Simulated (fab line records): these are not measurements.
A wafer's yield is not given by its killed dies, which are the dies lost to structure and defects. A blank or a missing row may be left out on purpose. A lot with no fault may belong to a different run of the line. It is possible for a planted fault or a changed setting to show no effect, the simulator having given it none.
Chamber matching || flow nand-harc || rie-diel-02 running NHARC_P_GATE_STRIP_101: 4 sister chambers
The step strips in O2, time 20 s. 8 wafers are shown with their chamber, then 12 later ones without.

== EACH WAFER AND ITS CHAMBER ==
{"wafer": "L087.1", "chamber": 2, "drypump-motor-current-A (A)": 6.1, "showerhead-plenum-p-Torr (Torr)": 3.47}
{"wafer": "L087.5", "chamber": 1, "drypump-motor-current-A (A)": 5.5, "showerhead-plenum-p-Torr (Torr)": 3.69}
{"wafer": "L088.3", "chamber": 0, "drypump-motor-current-A (A)": 5.5, "showerhead-plenum-p-Torr (Torr)": 3.55}
{"wafer": "L088.5", "chamber": 3, "drypump-motor-current-A (A)": 5.1, "showerhead-plenum-p-Torr (Torr)": 3.63}
{"wafer": "L088.6", "chamber": 2, "drypump-motor-current-A (A)": 6.2, "showerhead-plenum-p-Torr (Torr)": 3.47}
{"wafer": "L091.1", "chamber": 1, "drypump-motor-current-A (A)": 5.5, "showerhead-plenum-p-Torr (Torr)": 3.69}
{"wafer": "L091.3", "chamber": 0, "drypump-motor-current-A (A)": 5.5, "showerhead-plenum-p-Torr (Torr)": 3.54}
{"wafer": "L091.4", "chamber": 3, "drypump-motor-current-A (A)": 5.1, "showerhead-plenum-p-Torr (Torr)": 3.62}

== WAFERS WITHOUT THEIR CHAMBER ==
{"wafer": "L096.3", "drypump-motor-current-A (A)": 6.1, "showerhead-plenum-p-Torr (Torr)": 3.46}
{"wafer": "L096.5", "drypump-motor-current-A (A)": 5.1, "showerhead-plenum-p-Torr (Torr)": 3.62}
{"wafer": "L096.6", "drypump-motor-current-A (A)": 6.1, "showerhead-plenum-p-Torr (Torr)": 3.46}
{"wafer": "L096.1", "drypump-motor-current-A (A)": 5.5, "showerhead-plenum-p-Torr (Torr)": 3.68}
{"wafer": "L096.2", "drypump-motor-current-A (A)": 5.1, "showerhead-plenum-p-Torr (Torr)": 3.62}
{"wafer": "L096.4", "drypump-motor-current-A (A)": 5.5, "showerhead-plenum-p-Torr (Torr)": 3.54}
{"wafer": "L097.2", "drypump-motor-current-A (A)": 5.5, "showerhead-plenum-p-Torr (Torr)": 3.54}
{"wafer": "L097.3", "drypump-motor-current-A (A)": 6.2, "showerhead-plenum-p-Torr (Torr)": 3.46}
{"wafer": "L097.4", "drypump-motor-current-A (A)": 5.5, "showerhead-plenum-p-Torr (Torr)": 3.68}
{"wafer": "L097.1", "drypump-motor-current-A (A)": 5.1, "showerhead-plenum-p-Torr (Torr)": 3.62}
{"wafer": "L097.5", "drypump-motor-current-A (A)": 6.2, "showerhead-plenum-p-Torr (Torr)": 3.46}
{"wafer": "L097.6", "drypump-motor-current-A (A)": 5.5, "showerhead-plenum-p-Torr (Torr)": 3.69}

== WHICH CHAMBER EACH ONE RAN IN ==
{"wafer": "L096.3", "from the rows above": 2, "in truth": 2}
{"wafer": "L096.5", "from the rows above": 3, "in truth": 3}
{"wafer": "L096.6", "from the rows above": 2, "in truth": 2}
{"wafer": "L096.1", "from the rows above": 1, "in truth": 1}
{"wafer": "L096.2", "from the rows above": 3, "in truth": 3}
{"wafer": "L096.4", "from the rows above": 0, "in truth": 0}
{"wafer": "L097.2", "from the rows above": 0, "in truth": 0}
{"wafer": "L097.3", "from the rows above": 2, "in truth": 2}
{"wafer": "L097.4", "from the rows above": 1, "in truth": 1}
{"wafer": "L097.1", "from the rows above": 3, "in truth": 3}
{"wafer": "L097.5", "from the rows above": 2, "in truth": 2}
{"wafer": "L097.6", "from the rows above": 1, "in truth": 1}
Placed correctly: 12 of 12. Left unplaced by these rows: 0. Placed wrongly: 0.
How it was worked out, from the rows above alone: a wafer's distance from a chamber is the root of the sum, over the readings, of the square of ((its reading less the chamber's mean) divided by the reading's scatter). If the next closest chamber is less than 2 further off than the closest, the wafer can't be placed; otherwise it belongs to the closest. For every chamber, the mean is computed from those of its wafers that are shown. The scatter: the root of (the sum of the squares of (reading less its chamber's mean) over the shown wafers, divided by (wafers less chambers)).
